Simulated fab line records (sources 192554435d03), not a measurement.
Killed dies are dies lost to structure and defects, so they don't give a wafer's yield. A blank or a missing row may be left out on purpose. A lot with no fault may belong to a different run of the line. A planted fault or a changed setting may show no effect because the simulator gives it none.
Which tool did it? -- flow n5_finfet -- 10 lots with 30 wafers sampled at 4 steps, on a route of 1938 steps

WHAT EACH GAUGE READ, for each wafer
N5_BEOL_M8_INSPECT_30: inspects for defects (brightfield).
lot,measured,on,raw_defect_count
L262,day 10 13:06,defect_inspect-01,403 328 512
L264,day 11 18:01,defect_inspect-02,408 399 380
L266,day 11 21:10,defect_inspect-01,309 321 472
L265,day 11 20:25,defect_inspect-01,416 385 479
L267,day 12 10:44,defect_inspect-02,373 415 412
L272,day 14 05:43,defect_inspect-02,408 368 378
L273,day 14 09:55,defect_inspect-02,403 568 386
L275,day 15 07:14,defect_inspect-02,401 403 638
L281,day 16 11:26,defect_inspect-02,412 409 484
L284,day 17 10:13,defect_inspect-01,420 369 382

WHICH TOOL RAN EACH LOT (tool, then ch and the chambers of the sampled wafers, then the start)
lot,N5_BEOL_M8_ILD_DEP_00,N5_BEOL_M8_CURE_74,N5_BEOL_M8_COAT_64
L262,"pecvd-02 ch 0,1,2, day 10 08:23","uv_cure-01 ch 2, day 10 08:26","litho_track-05 ch 0, day 10 12:37"
L264,"pecvd-04 ch 0,1,2, day 11 05:48","uv_cure-01 ch 2, day 11 06:10","litho_track-01 ch 0, day 11 17:32"
L266,"pecvd-04 ch 0,2, day 11 11:34","uv_cure-02 ch 1, day 11 11:48","litho_track-04 ch 0, day 11 20:48"
L265,"pecvd-04 ch 0,1,2, day 11 12:46","uv_cure-03 ch 0, day 11 12:49","litho_track-01 ch 0, day 11 20:01"
L267,"pecvd-04 ch 0,1,2, day 12 06:48","uv_cure-02 ch 0, day 12 07:01","litho_track-05 ch 0, day 12 10:22"
L272,"pecvd-04 ch 0,1,2, day 14 01:46","uv_cure-02 ch 0, day 14 01:50","litho_track-05 ch 0, day 14 05:14"
L273,"pecvd-04 ch 0,2, day 14 05:26","uv_cure-01 ch 1, day 14 05:35","litho_track-01 ch 0, day 14 09:34"
L275,"pecvd-04 ch 1,2, day 15 02:54","uv_cure-02 ch 1, day 15 02:58","litho_track-01 ch 0, day 15 06:46"
L281,"pecvd-04 ch 0,1,2, day 16 07:10","uv_cure-03 ch 1, day 16 07:19","litho_track-04 ch 0, day 16 10:58"
L284,"pecvd-02 ch 0,2, day 17 04:46","uv_cure-01 ch 0, day 17 04:50","litho_track-04 ch 0, day 17 09:44"
- N5_BEOL_M8_ILD_DEP_00: deposits SiCOH lowk from DEMS/porogen, target thk 179.75 nm, time 33.4 s.
- N5_BEOL_M8_CURE_74: cures SiCOH lowk, time 240 s.
- N5_BEOL_M8_COAT_64: time 60 s, resist thk 12 nm.

THE ANSWER, worked out from the rows above alone
Rule: the usual values come from the lots themselves. The widest of any qualifying gaps counts: lots, ordered by their means at a reading, are off when they make up no more than a third of the lots, leave a main group of 4 or more, and stand apart from it by 3 or more times the standard deviation of that group's means. The tables above print the reading to a certain number of digits; a main group whose means all agree to those digits is not used. A lot without any number at a reading at which 4 lots or more have one is off too. Where the step has rows for the other lots, those lots are counted as sound.
No lot is off at any reading shown: from this, nothing can be told.

WHAT WAS PUT IN BY THE SIMULATOR
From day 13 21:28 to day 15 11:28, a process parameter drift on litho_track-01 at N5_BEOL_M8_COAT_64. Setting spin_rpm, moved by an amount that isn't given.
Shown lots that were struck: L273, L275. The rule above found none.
